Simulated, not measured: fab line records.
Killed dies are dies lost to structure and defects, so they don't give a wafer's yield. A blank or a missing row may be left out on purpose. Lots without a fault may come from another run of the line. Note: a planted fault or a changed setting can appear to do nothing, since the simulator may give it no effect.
Comparing a struck lot with a sound one ; flow nand harc ; 14 steps out of a route of 1159
Sound: wafers L160.2, L160.4, L160.5. Struck: wafers L170.5, L170.6. (L170.3 of the same lot was not struck and is left out.) The cause comes at the end.
Order at every step that has rows: each side's tool, ch and its chambers, its first start. Under that, the readings that differ: sound wafers ; struck wafers ; difference of the means ; sigmas: that difference in standard deviations of wafers without a fault.
alike: readings whose means differ by less than 2 such deviations, and words and numbers that are the same on both sides. not compared: withheld readings, readings that some wafer has no value for, bounds like >300 that may hide the same value, and numbers for which the record gives no deviation and whose values overlap.
Wherever a step has rows on one side only, a row that says differs or no value, or a row with sigmas, the two part there. Numbers that don't overlap but have no deviation are shown without sigmas and don't part them. Lack of a reading on every wafer of one side parts them only where that side has two or more wafers.

first, 7 steps without rows for these wafers: NHARC_P_BONDPAD_COAT_36 (time 65 s); NHARC_P_BONDPAD_COAT_03 (resist thk 600 nm); NHARC_P_BONDPAD_SOFTBAKE_04 (time 70 s); NHARC_P_BONDPAD_EBR_05; NHARC_P_BONDPAD_EXPOSE_06 (exposes mask P BPAD); NHARC_P_BONDPAD_PEB_07 (peb time 80 s); NHARC_P_BONDPAD_DEVELOP_08 (time 50 s).
NHARC_P_BONDPAD_CD_MEAS_09: target cd 500 nm.
  sound on cd sem-02 ch 0, day 9 00:51; struck on cd sem-03 ch 0, day 10 07:31
  alike: cd nm
NHARC_P_BONDPAD_OVL_MEAS_38:
  sound on overlay-01, day 9 00:58; struck on overlay-02, day 10 07:36
reading;sound;struck;difference;sigmas
overlay x nm (nm);9 9 9;-8 -8;-17;-3
  alike: overlay y nm
then, 1 step without rows for these wafers: NHARC_P_BONDPAD_HARDBAKE_10 (time 65 s).
NHARC_P_BONDPAD_DESCUM_11: chemistry O2, time 3 s.
  sound on rie diel-01 ch 0,1,2, day 9 01:05; struck on rie diel-01 ch 1,2, day 10 07:45
  alike: drypump motor current A, oes product au, rf vpp V, showerhead plenum p Torr, throttle valve pct
  not compared: rf hours counter h
NHARC_P_BONDPAD_ETCH_37: etches the open film in N2/H2, target depth 60 nm, overetch 18 nm, time 65.91 s.
  sound on rie diel-01 ch 0,1,2, day 9 01:10; struck on rie diel-01 ch 0,1, day 10 07:49
  alike: drypump motor current A, oes product au, rf vpp V, run length s, showerhead plenum p Torr, throttle valve pct
  not compared: rf hours counter h
NHARC_P_BONDPAD_ETCH_12: etches the open film in CHF3/O2, target depth 200 nm, time 100 s.
  sound on rie diel-01 ch 2,3, day 9 01:16; struck on rie diel-01 ch 0,1, day 10 07:55
reading;sound;struck;difference;sigmas
run length s (s);121.2 120.9 121.4;111.2 111.9;-9.6;-22
  alike: drypump motor current A, oes product au, rf vpp V, showerhead plenum p Torr, throttle valve pct
  not compared: rf hours counter h
NHARC_P_BONDPAD_CD_MEAS_13:
  sound on cd sem-01, day 9 01:24; struck on cd sem-02, day 10 08:02
  alike: cd nm

WHERE THEY PART
At NHARC_P_BONDPAD_OVL_MEAS_38 first; at NHARC_P_BONDPAD_ETCH_12 last (within this record only). Later steps at which nothing parts them and some readings are alike: NHARC_P_BONDPAD_CD_MEAS_13.

WHY: whatever the simulator had introduced
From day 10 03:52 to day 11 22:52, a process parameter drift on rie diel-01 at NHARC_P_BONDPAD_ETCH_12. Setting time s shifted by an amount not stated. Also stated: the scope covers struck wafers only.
